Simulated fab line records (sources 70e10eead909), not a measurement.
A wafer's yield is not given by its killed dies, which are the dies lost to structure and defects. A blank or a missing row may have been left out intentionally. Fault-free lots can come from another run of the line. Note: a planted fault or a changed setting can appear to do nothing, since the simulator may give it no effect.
fab line records	flow nand_harc
record: lots: 12	wafers: 36	last_day: 25
route steps=1159 shown P_GATE@156 P_CONTACT@230 P_M0@268
lots untouched by any fault: they come from a run of this same line in which no faults occurred
start_h: the number of hours between the record's first day and the start of the first shown wafer of the lot	wait_h: hours since the lot's step before	" same as the row above	L1.1+2: one row covering several wafers at once	- value missing, or start not given	* or withheld: withheld	< > ~ a bound
route shown NAME@n: names a module that has steps shown in the file, with the first one's number in the route	usual: mean/standard deviation taken from wafers without a fault	same: alike in all rows	chamber/n: place in a boat	sites: the reading at each site	_std_site: standard deviation across them	_edge_site: inner sites' mean taken away from outer sites' mean	radius_mm: for every site, how far away it sits from the centre of the wafer	mask NAME#n: copy n	behind: the last tool/chamber to shape the wafer	hold: why the lot was held/for how many hours/how that ended	device: transistor that didn't switch, given as n, p or np	end of line: the route-end tests of the same wafers	a step without rows: its recipe alone	killed: count of dies lost to structure and defects at first sort (not the wafer's yield)	map: per-die view of a wafer (x killed, . not killed, _ where there is no die)
set.NAME: the run value of the setting; set.NAME@STEP: its run value at that earlier step	model.NAME: the simulator's own value behind a step, which no gauge read
the route's steps for a sample of lots (tables are steps, rows are wafers)
services: when a tool's chamber went out of use (start_h, in hours from the record's first day, below 0 if earlier), for how many hours, and the reason
== steps ==
step: NHARC_P_GATE_ETCHBACK_37
recipe: target_depth_a: 345	time_s: 17.2	chf3_flow_sccm: 50	o2_flow_sccm: 10	ar_flow_sccm: 200	rf_w: 500	bias_w: 200	chemistry: CHF3/O2
usual: drypump_motor_current_A: 5.9/0.54	oes_product_au: 0.96/0.036	rf_vpp_V: 370.4/2	showerhead_plenum_p_Torr: 2.39/0.084	throttle_valve_pct: 20.572/0.0088
lot.wafer	tool	chamber	start_h	wait_h	drypump_motor_current_A	oes_product_au	rf_hours_counter_h	rf_vpp_V	showerhead_plenum_p_Torr	throttle_valve_pct
L942.4	rie_diel-01	3	-	-	6.2	0.93	26	370.5	2.35	20.581
L942.3	"	1	"	"	5.4	0.93	25	373.2	2.52	20.570
L942.5	"	0	"	"	5.7	0.92	-	371.8	2.40	20.560
L943.3	rie_diel-01	3	-	-	6.2	0.93	28	370.0	2.35	20.574
L943.1	"	0	"	"	5.7	0.92	25	370.6	2.40	20.589
L943.4	"	1	"	"	5.4	0.92	27	373.6	2.52	20.582
L944.1	rie_diel-02	1	-	-	6.7	1.01	50	369.1	2.38	20.578
L944.2	"	2	"	"	5.4	1.00	47	366.6	2.24	20.570
L944.5	"	0	"	"	6.6	1.01	-	371.0	2.37	20.586
L945.4	rie_diel-01	0	-	-	5.7	0.92	26	371.3	2.40	20.581
L945.2	"	1	"	"	5.4	0.94	28	373.4	2.52	20.566
L945.1	"	2	"	"	5.1	0.94	29	369.8	2.34	20.571
L947.2	rie_diel-02	1	-	-	6.7	0.93	56	371.5	2.38	20.565
L947.3	"	3	"	"	6.1	0.93	53	373.4	2.52	20.570
L947.5	"	2	"	"	5.4	0.93	-	366.5	2.24	20.577
L948.4	rie_diel-12	1	-	-	5.4	0.94	39	373.5	2.47	20.558
L948.5	"	3	"	"	5.9	0.92	-	368.7	2.35	20.579
L948.6	"	0	"	"	6.7	0.93	-	370.9	2.39	20.578
L950.3	rie_diel-01	0	-	-	5.7	0.98	1	371.9	2.40	20.560
L950.4	"	1	"	"	5.4	1.00	1	372.2	2.52	20.566
L950.2	"	2	"	"	5.1	1.00	2	369.8	2.34	20.577
L954.2	rie_diel-01	0	-	-	5.6	0.92	7	370.2	2.39	20.573
L954.4	"	2	"	"	5.1	0.93	7	368.5	2.34	20.572
L954.6	"	0	"	"	5.7	0.91	-	370.0	2.39	20.584
L955.1	rie_diel-12	0	-	-	6.7	0.92	50	369.4	2.38	20.580
L955.2	"	1	"	"	5.3	0.93	56	372.3	2.47	20.587
L955.5	"	1	"	"	5.4	0.93	-	372.7	2.46	20.570
L960.1	rie_diel-02	0	-	-	6.5	1.00	22	370.2	2.35	20.572
L960.2	"	3	"	"	6.1	1.00	22	373.0	2.51	20.573
L960.5	"	1	"	"	6.7	0.98	-	371.1	2.37	20.563
L961.2	rie_diel-12	0	-	-	6.6	1.00	1	370.7	2.38	20.568
L961.1	"	2	"	"	5.7	0.99	1	370.3	2.31	20.581
L961.3	"	3	"	"	5.9	0.97	1	370.2	2.34	20.567
L963.3	rie_diel-01	1	-	-	5.4	0.93	19	373.0	2.51	20.565
L963.2	"	2	"	"	5.1	0.92	21	368.8	2.33	20.561
L963.6	"	0	"	"	5.7	0.92	-	370.1	2.39	20.580
step: NHARC_P_GATE_CD_MEAS_91
recipe: target_cd_nm: 2000	landing_energy_ev: 500
usual: cd_nm: 1998.8/1.4
lot.wafer	tool	chamber	start_h	wait_h	cd_nm
L942.3	cd_sem-03	0	110.69	-	1997.2
L942.4	"	0	"	"	1999.6
L942.5	"	0	"	"	1997.1
L943.1	cd_sem-01	0	115.78	-	1999.9
L943.3	"	0	"	"	1997.2
L943.4	"	0	"	"	1999.5
L944.1	cd_sem-01	0	116.06	-	1998.7
L944.2	"	0	"	"	1998.9
L944.5	"	0	"	"	1999.4
L945.1	cd_sem-03	0	125.93	-	2001.8
L945.2	"	0	"	"	1997.1
L945.4	"	0	"	"	1998.0
L947.2	cd_sem-02	0	140.34	-	1996.1
L947.3	"	0	"	"	1995.1
L947.5	"	0	"	"	1996.2
L948.4	cd_sem-03	0	150.76	-	1997.7
L948.5	"	0	"	"	1999.6
L948.6	"	0	"	"	1997.8
L950.2	cd_sem-02	0	157.86	-	1999.2
L950.3	"	0	"	"	1999.7
L950.4	"	0	"	"	1999.4
L954.2	cd_sem-02	0	180.08	-	2001.9
L954.4	"	0	"	"	2000.8
L954.6	"	0	"	"	1999.6
L955.1	cd_sem-01	0	194.10	-	1999.0
L955.2	"	0	"	"	1998.7
L955.5	"	0	"	"	1998.4
L960.1	cd_sem-01	0	221.84	-	1999.0
L960.2	"	0	"	"	1998.2
L960.5	"	0	"	"	1999.7
L961.1	cd_sem-01	0	222.05	-	1999.2
L961.2	"	0	"	"	1997.9
L961.3	"	0	"	"	1997.4
L963.2	cd_sem-03	0	240.10	-	1997.0
L963.3	"	0	"	"	1999.3
L963.6	"	0	"	"	1998.9
step: NHARC_P_CONTACT_PEB_10
recipe: peb_temp_c: 100	peb_time_s: 65
usual: heater_power_total_W: 156.6/0.4
lot.wafer	tool	chamber	start_h	wait_h	heater_power_total_W
L942.3	litho_track-01	0	116.21	0.0	157.0
L942.4	"	0	"	"	156.9
L942.5	"	0	"	"	156.0
L943.1	litho_track-04	0	120.42	0.1	156.4
L943.3	"	0	"	"	156.6
L943.4	"	0	"	"	157.0
L944.1	litho_track-04	0	120.91	0.1	157.1
L944.2	"	0	"	"	156.7
L944.5	"	0	"	"	156.4
L945.1	litho_track-06	0	130.78	0.1	156.5
L945.2	"	0	"	"	155.9
L945.4	"	0	"	"	156.7
L947.2	litho_track-06	0	144.99	0.1	157.1
L947.3	"	0	"	"	156.8
L947.5	"	0	"	"	157.2
L948.4	litho_track-06	0	155.54	0.0	156.8
L948.5	"	0	"	"	156.2
L948.6	"	0	"	"	156.2
L950.2	litho_track-06	0	162.51	0.1	156.5
L950.3	"	0	"	"	156.4
L950.4	"	0	"	"	156.6
L954.2	litho_track-06	0	184.79	0.1	156.0
L954.4	"	0	"	"	156.8
L954.6	"	0	"	"	155.9
L955.1	litho_track-06	0	198.85	0.1	166.0
L955.2	"	0	"	"	157.2
L955.5	"	0	"	"	156.1
L960.1	litho_track-01	0	226.41	0.1	157.1
L960.2	"	0	"	"	156.6
L960.5	"	0	"	"	157.0
L961.1	litho_track-01	0	226.80	0.1	156.1
L961.2	"	0	"	"	156.2
L961.3	"	0	"	"	156.6
L963.2	litho_track-01	0	244.76	0.1	156.3
L963.3	"	0	"	"	156.4
L963.6	"	0	"	"	156.3
step: NHARC_P_CONTACT_CD_MEAS_12
recipe: target_cd_nm: 90	landing_energy_ev: 500
usual: cd_nm: 89.7/0.7
lot.wafer	tool	chamber	start_h	wait_h	cd_nm
L942.3	cd_sem-01	0	116.29	-	88.2
L942.4	"	0	"	"	88.3
L942.5	"	0	"	"	88.8
L943.1	cd_sem-02	0	120.50	-	88.9
L943.3	"	0	"	"	88.6
L943.4	"	0	"	"	89.0
L944.1	cd_sem-02	0	120.99	-	89.0
L944.2	"	0	"	"	89.6
L944.5	"	0	"	"	89.2
L945.1	cd_sem-01	0	130.87	-	90.8
L945.2	"	0	"	"	90.3
L945.4	"	0	"	"	90.3
L947.2	cd_sem-02	0	145.07	-	89.5
L947.3	"	0	"	"	89.5
L947.5	"	0	"	"	90.1
L948.4	cd_sem-02	0	155.63	-	89.7
L948.5	"	0	"	"	89.6
L948.6	"	0	"	"	89.4
L950.2	cd_sem-01	0	162.59	-	89.7
L950.3	"	0	"	"	89.3
L950.4	"	0	"	"	90.6
L954.2	cd_sem-02	0	184.87	-	90.8
L954.4	"	0	"	"	89.0
L954.6	"	0	"	"	90.3
L955.1	cd_sem-02	0	198.93	-	87.1
L955.2	"	0	"	"	90.0
L955.5	"	0	"	"	90.7
L960.1	cd_sem-01	0	226.50	-	89.5
L960.2	"	0	"	"	88.7
L960.5	"	0	"	"	89.4
L961.1	cd_sem-02	0	226.88	-	88.3
L961.2	"	0	"	"	88.7
L961.3	"	0	"	"	89.1
L963.2	cd_sem-01	0	244.84	-	89.0
L963.3	"	0	"	"	88.9
L963.6	"	0	"	"	89.4
step: NHARC_P_M0_ETCH_15
recipe: target_depth_a: 1500	overetch_a: 150	time_s: 82.5	c4f8_flow_sccm: withheld	ar_flow_sccm: 400	rf_w: 600	bias_w: 300	chemistry: C4F8/Ar
usual: oes_product_au: 0.949/0.023	rf_vpp_V: 439.4/2
lot.wafer	tool	chamber	start_h	wait_h	oes_product_au	rf_hours_counter_h	rf_vpp_V
L942.4	rie_diel-09	1	-	-	0.956	3.3	438.7
L942.3	"	3	"	"	0.966	3.7	439.6
L942.5	"	0	"	"	0.994	-	439.3
L943.1	rie_diel-07	1	-	-	0.974	4.9	439.6
L943.4	"	2	"	"	0.989	5.2	439.1
L943.3	"	3	"	"	0.939	5.0	440.9
L944.1	rie_diel-07	1	-	-	0.919	4.9	440.2
L944.2	"	3	"	"	0.926	5.0	438.2
L944.5	"	0	"	"	0.934	-	437.9
L945.4	rie_diel-07	2	-	-	0.971	5.3	438.7
L945.1	"	3	"	"	0.952	5.1	440.2
L945.2	"	0	"	"	0.958	4.8	437.6
L947.3	rie_diel-13	2	-	-	0.980	3.1	438.5
L947.2	"	3	"	"	0.959	2.3	444.9
L947.5	"	0	"	"	0.965	-	437.6
L948.4	rie_diel-07	1	-	-	0.960	7.3	440.4
L948.6	"	1	"	"	0.959	-	440.9
L948.5	"	2	"	"	0.969	-	438.9
L950.2	rie_diel-13	2	-	-	0.966	4.8	438.8
L950.3	"	3	"	"	0.981	4.1	443.3
L950.4	"	0	"	"	0.977	4.3	438.8
L954.2	rie_diel-09	3	-	-	0.904	7.8	439.1
L954.4	"	0	"	"	0.933	7.8	439.5
L954.6	"	0	"	"	0.943	-	438.3
L955.1	rie_diel-07	0	-	-	0.925	9.3	436.5
L955.2	"	1	"	"	0.930	9.9	439.9
L955.5	"	2	"	"	0.949	-	438.4
L960.1	rie_diel-13	0	-	-	0.924	7.6	437.3
L960.2	"	3	"	"	0.922	8.1	445.1
L960.5	"	0	"	"	0.928	-	437.8
L961.3	rie_diel-09	2	-	-	0.926	10.8	439.4
L961.1	"	3	"	"	0.918	11.5	439.9
L961.2	"	0	"	"	0.934	11.1	438.9
L963.2	rie_diel-13	0	-	-	0.955	9.6	438.5
L963.3	"	1	"	"	0.975	10.3	441.8
L963.6	"	0	"	"	0.964	-	439.0
== services ==
tool	chamber	start_h	hours	kind
rie_diel-01	0	92.58	-	clean
rie_diel-01	1	92.58	-	clean
rie_diel-01	2	92.58	-	clean
rie_diel-01	3	92.58	-	clean
litho_track-01	-	93.00	7.0	pm
rie_diel-13	-	99.01	9.0	pm
rie_diel-12	3	99.58	4.0	repair
litho_track-06	-	117.00	7.0	pm
rie_diel-01	0	117.08	-	clean
rie_diel-01	-	137.80	9.0	pm
litho_track-04	-	141.00	7.0	pm
rie_diel-02	-	150.78	9.0	pm
rie_diel-07	-	155.02	0.1	repair
rie_diel-07	3	170.30	32.2	repair
rie_diel-13	-	175.52	2.2	repair
rie_diel-12	3	192.43	5.1	repair
rie_diel-12	-	202.62	9.0	pm
rie_diel-01	3	204.20	3.6	repair
rie_diel-12	-	212.33	1.2	repair
rie_diel-01	1	216.27	6.4	repair
rie_diel-07	-	228.20	9.0	pm
rie_diel-02	0	229.12	7.9	repair
rie_diel-02	1	232.52	7.2	repair
rie_diel-07	3	251.60	6.4	repair
== key ==
first_sign: step: NHARC_P_CONTACT_PEB_10	reading: heater_power_total_W	direction: up	sigmas: 23	usual: *	struck: *
effect: step: NHARC_P_CONTACT_CD_MEAS_12	reading: cd_nm	direction: down	sigmas: 3.7	usual: 89.7	struck: 87.1
met_at NHARC_P_CONTACT_PEB_10
struck_lots L955
struck_wafers L955.1
tester_left_out L955
not_acting_at NHARC_P_GATE_ETCHBACK_37,NHARC_P_GATE_CD_MEAS_91,NHARC_P_M0_ETCH_15
onset_between 184.79 198.85
fault: kind: process_parameter_drift	tool: litho_track-06	chamber: -	onset_h: 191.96	steps: NHARC_P_CONTACT_PEB_10	channel: peb_time_s	offset: *	shape: step	end_h: 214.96	scope: struck_wafers_only	acts_in: *	stated: *
tester_left_out: of these lots the tester's yield and bins aren't shown, on N5 and GAA mostly nor the transistor test; their killed dies are dies lost to structure and defects alone, not to doping, threshold or leakage, so they don't give the yield
